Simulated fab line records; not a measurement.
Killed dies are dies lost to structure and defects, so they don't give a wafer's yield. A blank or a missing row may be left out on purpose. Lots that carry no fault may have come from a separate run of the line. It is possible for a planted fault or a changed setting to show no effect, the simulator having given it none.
Matching of chambers	flow nand harc	NHARC_A_CHANNEL_FILL_D1_CMP_10 on cmp-04: 4 sister chambers
The step polishes, target thk 150 nm. 8 wafers are shown with their chamber, then 7 later ones without.

## WAFERS PAIRED WITH THEIR CHAMBERS
wafer	chamber	motor current A (A)	time to endpoint s (s)
L077.5	0	11.0	17.1
L080.1	1	12.1	14.6
L080.2	3	12.3	13.5
L085.2	2	12.6	18.2
L085.3	0	11.2	17.1
L085.4	1	12.1	12.5
L089.1	3	11.5	13.2
L089.2	2	11.6	15.3

## WAFERS WHOSE CHAMBER IS MISSING
wafer	motor current A (A)	time to endpoint s (s)
L089.5	11.6	15.7
L095.1	12.1	15.4
L095.4	11.7	13.5
L095.5	11.7	15.2
L097.3	10.5	17.4
L097.4	11.8	15.9
L097.6	11.9	13.2

## THE CHAMBER EACH PASSED THROUGH
wafer	from the rows above	in truth
L089.5	can't be placed: 2 or 0 or 3 or 1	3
L095.1	can't be placed: 2 or 1 or 3 or 0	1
L095.4	can't be placed: 3 or 1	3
L095.5	can't be placed: 2 or 3 or 1 or 0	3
L097.3	0	0
L097.4	can't be placed: 2 or 0 or 1 or 3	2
L097.6	can't be placed: 3 or 1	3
Placed correctly: 1 of 7. Can't be placed from these rows: 6 (the true chamber is among the candidates in 6). Wrongly placed: 0.
How it was worked out, from the rows above alone: a wafer's distance from a chamber is the root of the sum, over the readings, of the square of ((its reading less the chamber's mean) divided by the reading's scatter). If the next closest chamber is less than 2 further off than the closest, the wafer can't be placed; otherwise it belongs to the closest. A chamber's mean is the mean of its shown wafers. The scatter is the square root of a quotient: the sum, over the shown wafers, of each reading's squared deviation from its chamber's mean, divided by wafers minus chambers.
